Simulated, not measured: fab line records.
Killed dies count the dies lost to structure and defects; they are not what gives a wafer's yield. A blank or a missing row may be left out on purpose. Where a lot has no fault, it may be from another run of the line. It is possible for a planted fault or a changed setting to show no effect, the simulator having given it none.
Matching of chambers / flow nandHarc / rieDiel-03 running NHARC_A_CONTACT_ETCH_75: 4 sister chambers
The step etches the open film in CF4, target depth 39 nm, time 65 s. 14 wafers are shown with their chamber, then 7 later ones without.

== WAFERS, EACH WITH ITS CHAMBER ==
wafer=L074.1; chamber=0; showerheadPlenumPTorr (Torr)=1.75; drypumpMotorCurrentA (A)=5.9; rfVppV (V)=149.6
wafer=L074.2; chamber=2; showerheadPlenumPTorr (Torr)=1.85; drypumpMotorCurrentA (A)=5.5; rfVppV (V)=151.7
wafer=L074.5; chamber=0; showerheadPlenumPTorr (Torr)=1.75; drypumpMotorCurrentA (A)=5.9; rfVppV (V)=149.0
wafer=L077.3; chamber=3; showerheadPlenumPTorr (Torr)=1.72; drypumpMotorCurrentA (A)=6.7; rfVppV (V)=149.6
wafer=L077.4; chamber=0; showerheadPlenumPTorr (Torr)=1.75; drypumpMotorCurrentA (A)=5.9; rfVppV (V)=151.0
wafer=L077.6; chamber=1; showerheadPlenumPTorr (Torr)=1.66; drypumpMotorCurrentA (A)=6.0; rfVppV (V)=148.8
wafer=L079.2; chamber=0; showerheadPlenumPTorr (Torr)=1.75; drypumpMotorCurrentA (A)=5.9; rfVppV (V)=151.2
wafer=L079.3; chamber=3; showerheadPlenumPTorr (Torr)=1.72; drypumpMotorCurrentA (A)=6.6; rfVppV (V)=150.6
wafer=L079.6; chamber=1; showerheadPlenumPTorr (Torr)=1.66; drypumpMotorCurrentA (A)=6.0; rfVppV (V)=148.9
wafer=L083.1; chamber=0; showerheadPlenumPTorr (Torr)=1.75; drypumpMotorCurrentA (A)=5.9; rfVppV (V)=150.0
wafer=L083.3; chamber=2; showerheadPlenumPTorr (Torr)=1.85; drypumpMotorCurrentA (A)=5.6; rfVppV (V)=152.2
wafer=L083.5; chamber=3; showerheadPlenumPTorr (Torr)=1.71; drypumpMotorCurrentA (A)=6.6; rfVppV (V)=150.4
wafer=L084.1; chamber=0; showerheadPlenumPTorr (Torr)=1.75; drypumpMotorCurrentA (A)=5.9; rfVppV (V)=152.5
wafer=L084.2; chamber=3; showerheadPlenumPTorr (Torr)=1.72; drypumpMotorCurrentA (A)=6.7; rfVppV (V)=149.8

SIGNATURES (averages over the wafers above)
reading=showerheadPlenumPTorr; chamber 0=1.7500; chamber 1=1.6600; chamber 2=1.8500; chamber 3=1.7175; scatter within a chamber=0.00274
reading=drypumpMotorCurrentA; chamber 0=5.900; chamber 1=6.000; chamber 2=5.550; chamber 3=6.650; scatter within a chamber=0.0387
reading=rfVppV; chamber 0=150.550; chamber 1=148.850; chamber 2=151.950; chamber 3=150.100; scatter within a chamber=0.94
Rule: for each reading, subtract the chamber's mean from the wafer's reading, divide by that reading's scatter and square the result; add these up over the readings and take the root, which gives the wafer's distance from the chamber. If the next closest chamber is less than 2 further off than the closest, the wafer can't be placed; otherwise it belongs to the closest. The scatter: the root of (the sum of the squares of (reading less its chamber's mean) over the shown wafers, divided by (wafers less chambers)).

== WAFERS WITH NO CHAMBER GIVEN ==
wafer=L084.6; showerheadPlenumPTorr (Torr)=1.85; drypumpMotorCurrentA (A)=5.6; rfVppV (V)=153.7
wafer=L088.2; showerheadPlenumPTorr (Torr)=1.71; drypumpMotorCurrentA (A)=6.7; rfVppV (V)=150.8
wafer=L088.3; showerheadPlenumPTorr (Torr)=1.65; drypumpMotorCurrentA (A)=6.0; rfVppV (V)=148.8
wafer=L088.6; showerheadPlenumPTorr (Torr)=1.75; drypumpMotorCurrentA (A)=5.9; rfVppV (V)=149.6
wafer=L091.1; showerheadPlenumPTorr (Torr)=1.71; drypumpMotorCurrentA (A)=6.7; rfVppV (V)=149.5
wafer=L091.4; showerheadPlenumPTorr (Torr)=1.75; drypumpMotorCurrentA (A)=5.9; rfVppV (V)=151.0
wafer=L091.6; showerheadPlenumPTorr (Torr)=1.75; drypumpMotorCurrentA (A)=5.9; rfVppV (V)=150.6

== THE CHAMBER EACH PASSED THROUGH ==
wafer=L084.6; from the rows above=2; in truth=2
wafer=L088.2; from the rows above=3; in truth=3
wafer=L088.3; from the rows above=1; in truth=1
wafer=L088.6; from the rows above=0; in truth=0
wafer=L091.1; from the rows above=3; in truth=3
wafer=L091.4; from the rows above=0; in truth=0
wafer=L091.6; from the rows above=0; in truth=0
7 of 7 placed correctly. Not placeable from these rows: 0. Number placed wrongly: 0.
